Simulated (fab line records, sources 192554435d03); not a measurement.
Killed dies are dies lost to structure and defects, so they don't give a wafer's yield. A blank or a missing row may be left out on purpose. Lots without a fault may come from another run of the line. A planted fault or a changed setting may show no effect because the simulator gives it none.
fab line records | flow n5_finfet
record lots=4 wafers=12 last_day=16
route steps=1938 shown SD_EPI_P@309 SD_ACTIVATION@330 ILD0@335 SDB@347 MOL_CONTACT_COAG@538 BEOL_M4@1111
lots that met no fault: from a run of the same line without faults
start_h: hours from the record's first day to the start of the lot's first wafer shown | wait_h: hours since the lot's step before | " the same as in the row above | L1.1+2: a row that stands for several wafers | - no value, or no start given | * or withheld: withheld | < > ~ a bound
route shown NAME@n: a module of which the file shows steps, and the number in the route of the first | usual: mean/standard deviation of fault-free wafers | same: alike in all rows | chamber/n: place in a boat | sites: the reading at each site | _std_site: their standard deviation | _edge_site: outer sites' mean less inner sites' | radius_mm: how far each site lies from the wafer's centre | mask NAME#n: copy n | behind: the tool/chamber that last shaped the wafer | hold: why the lot was held/for how many hours/how that ended | device: the transistor (n, p or np) that didn't switch | end of line: the same wafers' tests at the end of the route | a step without rows: its recipe alone | killed: dies lost to structure and defects at the first sort, not the wafer's yield | map: a wafer's dies, x killed, . not, _ none there
set.NAME: the setting as run; set.NAME@STEP: as run at that earlier step | model.NAME: the simulator's own value behind a step, which no gauge read
lots at some steps of the route; a table a step, a row a wafer
services: from which hour (start_h, from the record's first day; less than 0 if before it) a tool's chamber was out of use, for how many hours, and why
## steps
# step N5_SD_EPI_P_STRIP_38
# recipe chemistry=N2/H2 temp_c=40 n2_flow_sccm=200 h2_flow_sccm=200 rf_frequency_hz=6e+07
# step N5_SD_EPI_P_ETCHBACK_46
# recipe chemistry=CH3F/O2 mode=anisotropic_etchback target=SiNx target_depth_a=175 stop_on=SiO2 over_etch_frac=0.3 ion_energy_ev=120 pressure_mtorr=30 source_w=395 bias_w=73 Ar_flow_sccm=150 CH3F_flow_sccm=30 O2_flow_sccm=20
# step N5_SD_EPI_P_ETCH_47
# recipe chemistry=CH3F/O2 target=SiOCN target_depth_a=250 mask_material=SOC ion_energy_ev=60 bias_w=29 pressure_mtorr=30 source_w=410 Ar_flow_sccm=150 CH3F_flow_sccm=30 O2_flow_sccm=20
# step N5_SD_EPI_P_ETCH_16
# recipe chemistry=CHF3/O2 target=SiO2 target_depth_a=50 mask_material=SOC pressure_mtorr=30 source_w=650 bias_w=170 Ar_flow_sccm=200 CHF3_flow_sccm=50 O2_flow_sccm=5 ion_energy_ev=200
# step N5_SD_EPI_P_STRIP_50
# recipe chemistry=CHF3/O2 resist=SiARC rf_frequency_hz=6e+07
# step N5_SD_EPI_P_SD_RECESS_17
# recipe chemistry=HBr/Cl2/O2 target_depth_a=391 bt_time_s=3 pressure_mtorr=10 icp_w=800 bias_w=112 HBr_flow_sccm=150 Cl2_flow_sccm=80 O2_flow_sccm=12
# step N5_SD_EPI_P_WET_ETCH_45
# recipe chemistry=dHF dilution=withheld time_s=10.7 target=SiO2 target_depth_a=20 temp_c=25 dry=ipa_marangoni rinse_time_s=30 rinse_temp_c=23
# step N5_SD_EPI_P_STRIP_40
# recipe chemistry=N2/H2 power_w=1000 temp_c=250 h2_frac=0.65 overash_fraction=0.3 pressure_mtorr=withheld n2_flow_sccm=1750 h2_flow_sccm=3250
# step N5_SD_EPI_P_PRECLEAN_52
# recipe chemistry=O3/DIW time_s=60 temp_c=22 o3_ppm=10
# step N5_SD_EPI_P_SRD_20
# recipe dry=ipa_marangoni do_ppb=5 time_s=30 temp_c=23 rinse_liquid=diw
# step N5_SD_EPI_P_PRECLEAN_51
# recipe chemistry=NF3:NH3 afs_cycles=1 temp_c=30 time_s=20 sublimation_temp_c=180 sublimation_time_s=60 pressure_torr=3 rf_power_w=30
# step N5_SD_EPI_P_VAPOR_ETCH_44
# recipe chemistry=NF3/Ar target=SiGe30 temp_c=25 time_s=3.3 mode=isotropic
# step N5_SD_EPI_P_EPI_21
# recipe material=SiGe:B dopant=B temp_c=550 pressure_torr=20 ambient=H2 time_s=355
# columns lot.wafer tool chamber start_h wait_h model.SiGe-B_of_SD_EPI_P_EPI_21.thk_nm
L746.2 epi_rpcvd-02 0 69.56 0.5 60.8
L746.5+6 " 0 70.64 1.5 60.4
L755.1 epi_rpcvd-02 0 125.10 0.1 52.4
L755.4 " 0 126.18 1.1 52
L755.5 " 0 " " 51.8
L756.1+6 epi_rpcvd-02 0 133.55 0.1 52.8
L756.5 " 0 134.99 1.5 52.4
L761.1 epi_rpcvd-01 0 157.95 0.3 60.4
L761.5 " 0 160.51 2.6 60.8
L761.6 " 0 " " 60.2
# step N5_SD_EPI_P_EPI_MEAS_23
# recipe mode=xrd
# usual thk_nm=60.9/1.2
# columns lot.wafer tool chamber start_h wait_h thk_nm
L746.2 film_metro-01 - 71.41 1.5 60.6
L746.5 " - " " 61.0
L746.6 " - " " 59.8
L755.1 film_metro-01 - 127.30 1.9 52.8
L755.4 " - " " 51.6
L755.5 " - " " 50.9
L756.1 film_metro-02 - 135.74 1.9 52.9
L756.5 " - " " 55.0
L756.6 " - " " 52.9
L761.1 film_metro-02 - 161.85 3.3 60.4
L761.5 " - " " 62.9
L761.6 " - " " 60.2
# step N5_SD_EPI_P_HM_STRIP_48
# recipe chemistry=H3PO4 temp_c=160 material=SiNx target=SiNx target_depth_a=30 overetch_fraction=0.3
# step N5_SD_EPI_P_SRD_49
# recipe dry=ipa_marangoni time_s=30 temp_c=23 rinse_liquid=diw
# step N5_SD_EPI_P_PRECLEAN_24
# recipe chemistry=O3/DIW time_s=45 temp_c=22 o3_ppm=10
# step N5_SD_EPI_P_PRECLEAN_32
# recipe chemistry=dHF time_s=10 dilution=500:1 temp_c=25
# step N5_SD_EPI_P_PRECLEAN_33
# recipe chemistry=SC2 time_s=45 temp_c=35 mix=1:1:50
# step N5_SD_EPI_P_SRD_25
# recipe time_s=30 temp_c=23 rinse_liquid=diw dry=ipa_marangoni
# step N5_SD_ACTIVATION_RTA_00
# recipe temp_c=975 time_s=0 ambient=N2 idle_temp_c=600 ramp_up_c_per_s=150 ramp_down_c_per_s=60 cool_to_c=600
# step N5_SD_ACTIVATION_LSA_01
# recipe temp_c=1080 time_s=0.0008 ambient=N2
# step N5_SD_ACTIVATION_RS_MEAS_03
# recipe thk_meas_gauge=four-point-probe
# usual RS_SD_N=21.94/0.25 RS_SD_P=56.6/0.92
# columns lot.wafer tool chamber start_h wait_h RS_SD_N[ohm/sq] RS_SD_P[ohm/sq]
L746.2 film_metro-02 - 72.19 0.2 22.11 56.4
L746.5 " - " " 22.42 56.8
L746.6 " - " " 22.30 56.9
L755.1 film_metro-01 - 127.91 0.2 21.86 66.7
L755.4 " - " " 21.47 67.0
L755.5 " - " " 22.16 67.0
L756.1 film_metro-01 - 136.53 0.2 21.74 65.5
L756.5 " - " " 21.61 66.0
L756.6 " - " " 21.55 66.1
L761.1 film_metro-02 - 162.57 0.2 21.78 57.5
L761.5 " - " " 21.86 56.4
L761.6 " - " " 21.92 57.5
# step N5_ILD0_LINER_00
# recipe material=SiNx target_thk_a=40 temp_c=400 ald_precursor_family=SiH2I2 ald_co_reactant=N2/H2-plasma pulse_time_s=1 purge_time_s=2 co_reactant_purge_time_s=2 ald_cycles=80 pressure_torr=2
# step N5_ILD0_FCVD_FILL_01
# recipe material=SiO2_flowable target_thk_a=2000 temp_c=100 pressure_torr=0.8 rf_w=2000 time_s=328.3
# step N5_ILD0_CURE_02
# recipe temp_c=450 time_s=1800 ambient=steam idle_temp_c=400 ramp_up_c_per_min=5 ramp_down_c_per_min=3 densification_p_h2o_torr=640
# step N5_ILD0_CMP_03
# recipe stop_on=SiNx t_overpolish_s=1.9 post_cmp_clean=alkaline_brush down_force_psi=4.1491 platen_rpm=51.796 pad_velocity_m_s=1.0306 target_thk_nm=197.38
# step N5_ILD0_CMP_07
# recipe stop_on=poly-Si material=SiO2_flowable t_overpolish_s=1.18 post_cmp_clean=alkaline_brush down_force_psi=4.1491 platen_rpm=51.796 pad_velocity_m_s=1.0306 target_thk_nm=138.88
# step N5_ILD0_PRECLEAN_10
# recipe chemistry=NF3:NH3 afs_cycles=5 time_s=20 temp_c=30 sublimation_temp_c=180 sublimation_time_s=60 pressure_torr=3 rf_power_w=30
# step N5_ILD0_ALD_15
# recipe material=SiNx target_thk_a=240 temp_c=400 ald_precursor_family=SiH2I2 ald_co_reactant=N2/H2-plasma pulse_time_s=1 ald_cycles=480 purge_time_s=2 co_reactant_purge_time_s=2 pressure_torr=2
# step N5_ILD0_CMP_12
# recipe stop_on=poly-Si material=SiNx t_overpolish_s=6 post_cmp_clean=alkaline_brush down_force_psi=2.5 platen_rpm=51.8 pad_velocity_m_s=1.0307 target_thk_nm=17.67
# step N5_SDB_HM_DEP_00
# recipe material=SiNx target_thk_a=400 temp_c=400 precursor=SiH4/NH3/N2 pressure_torr=1.5 rf_w=300 time_s=35.3
# step N5_SDB_COAT_03
# recipe resist=SOC temp_c=250 time_s=60 spin_rpm=1500 resist_thk_nm=100
# step N5_SDB_COAT_04
# recipe resist=SiARC temp_c=220 time_s=60 spin_rpm=1500 resist_thk_nm=18
# step N5_SDB_COAT_05
# recipe resist=CAR-ArF spin_rpm=1500 resist_thk_nm=90
# step N5_MOL_CONTACT_COAG_ETCH_110
# recipe chemistry=CF4/O2 target=Si target_depth_a=25 time_s=8 pressure_mtorr=100 source_w=200 bias_w=12 ion_energy_ev=60 Ar_flow_sccm=100 cf4_flow_sccm=100 O2_flow_sccm=10
# usual drypump_motor_current_A=5.6/0.49 oes_ar_750_au=0.76/0.062 oes_f_703_au=0.76/0.062 oes_product_au=0.76/0.061 rf_vpp_V=127.0/2.8 showerhead_plenum_p_Torr=2.25/0.066 throttle_valve_pct=10.77/0.17
# columns lot.wafer tool chamber start_h wait_h drypump_motor_current_A oes_ar_750_au oes_f_703_au oes_product_au rf_hours_counter_h rf_vpp_V showerhead_plenum_p_Torr throttle_valve_pct model.SiGe-B_of_SD_EPI_P_EPI_21.thk_nm
L746.2 rie_diel-04 3 105.08 0.0 5.9 0.75 0.76 0.74 181 128.3 2.30 10.81 58
L746.5 " 3 " " 5.9 0.75 0.76 0.74 - 128.7 2.29 10.80 57.6
L746.6 " 0 " " 6.1 0.77 0.77 0.77 - 126.4 2.22 10.94 57.6
L755.1 rie_diel-01 2 157.43 0.0 4.8 0.72 0.71 0.72 171 130.0 2.13 10.87 49.8
L755.4 " 3 " " 6.2 0.87 0.88 0.86 36 124.3 2.36 10.50 49.4
L755.5 " 0 " " 5.8 0.76 0.75 0.76 - 123.7 2.22 10.67 49.4
L756.1 rie_diel-01 1 165.30 0.0 5.1 0.73 0.75 0.71 234 126.3 2.28 10.90 50.2
L756.5 " 1 " " 5.1 0.72 0.75 0.72 - 126.7 2.28 10.88 49.8
L756.6 " 2 " " 4.8 0.73 0.71 0.72 - 131.1 2.13 10.88 50.2
L761.1 rie_diel-01 1 190.78 0.0 5.1 0.72 0.75 0.70 242 125.9 2.28 10.91 57.4
L761.5 " 0 " " 5.8 0.75 0.74 0.74 - 124.3 2.22 10.71 58
L761.6 " 1 " " 5.1 0.72 0.74 0.71 - 126.4 2.28 10.93 57.2
# step N5_BEOL_M4_RC_MEAS_101
# usual DIBL_N=36.2/1.7 DIBL_P=36.2/2.2 IOFF_N=0.16/0.035 IOFF_P=0.21/0.042 ION_N=673/13 ION_P=462/7.9 RS_SD_P=66.6/1.1 SS_N=71.4/0.59 SS_P=73.2/0.7 VT_N=250/3.6 VT_P=-251/3.5
# columns lot.wafer tool chamber start_h wait_h DIBL_N[mV/V] DIBL_P[mV/V] IOFF_N[nA/um] IOFF_P[nA/um] ION_N[uA/um] ION_P[uA/um] RS_SD_P[ohm/sq] SS_N[mV/dec] SS_P[mV/dec] VT_N[mV] VT_P[mV]
L746.2 prober-01 0 173.64 0.2 34.1 35.7 0.13 0.20 661 463 66.4 71.9 73.1 253 -252
L746.5 " 0 " " 35.0 36.5 0.15 0.22 676 473 66.6 71.0 73.6 251 -249
L746.6 " 0 " " 35.7 37.8 0.17 0.24 680 468 67.0 71.6 73.5 248 -247
L755.1 prober-01 0 240.13 0.0 35.8 35.6 0.14 0.18 668 449 78.3 71.3 72.7 250 -255
L755.4 " 0 " " 37.8 38.7 0.20 0.22 690 456 79.1 72.2 73.8 245 -254
L755.5 " 0 " " 36.3 37.3 0.17 0.20 689 456 78.6 70.8 73.9 249 -254
L756.1 prober-02 0 244.11 0.0 36.4 37.1 0.14 0.16 672 445 77.1 70.7 73.1 250 -261
L756.5 " 0 " " 36.0 37.1 0.13 0.16 668 445 76.6 70.6 74.5 250 -259
L756.6 " 0 " " 36.7 37.1 0.15 0.17 678 452 76.6 71.2 73.4 253 -258
L761.1 prober-02 0 276.94 0.0 35.1 35.7 0.15 0.21 662 457 66.5 71.4 72.8 250 -249
L761.5 " 0 " " 34.8 35.5 0.15 0.21 669 461 66.4 71.2 72.5 249 -251
L761.6 " 0 " " 37.0 37.2 0.18 0.24 681 465 67.5 71.5 73.2 247 -249
## services
# columns tool chamber start_h hours kind
rie_diel-01 0 51.63 3.6 repair
epi_rpcvd-01 - 67.02 2.8 pm
rie_diel-01 0 112.49 8.4 repair
rie_diel-04 1 161.52 5.3 repair
## key
first_sign step=N5_SD_EPI_P_EPI_MEAS_23 reading=thk_nm direction=down sigmas=6.7 usual=* struck=*
effect step=N5_SD_ACTIVATION_RS_MEAS_03 reading=RS_SD_P direction=up sigmas=11 usual=56.6 struck=66.4
effect step=N5_BEOL_M4_RC_MEAS_101 reading=RS_SD_P direction=up sigmas=10 usual=66.6 struck=77.7
effect step=N5_BEOL_M4_RC_MEAS_101 reading=VT_P direction=down sigmas=1.8 usual=-251 struck=-257
model_effect step=N5_SD_EPI_P_EPI_21 value=SiGe-B_of_SD_EPI_P_EPI_21.thk_nm without=60.47 struck=52.37
model_effect step=N5_MOL_CONTACT_COAG_ETCH_110 value=SiGe-B_of_SD_EPI_P_EPI_21.thk_nm without=57.57 struck=49.8
met_at N5_SD_EPI_P_EPI_21
struck_wafers L755.1,L755.4,L755.5,L756.1,L756.5,L756.6
onset_between 69.56 125.10
fault kind=process_parameter_drift tool=epi_rpcvd-02 chamber=0 onset_h=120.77 steps=N5_SD_EPI_P_EPI_21 channel=time_s offset=* shape=step end_h=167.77 acts_in=* stated=*
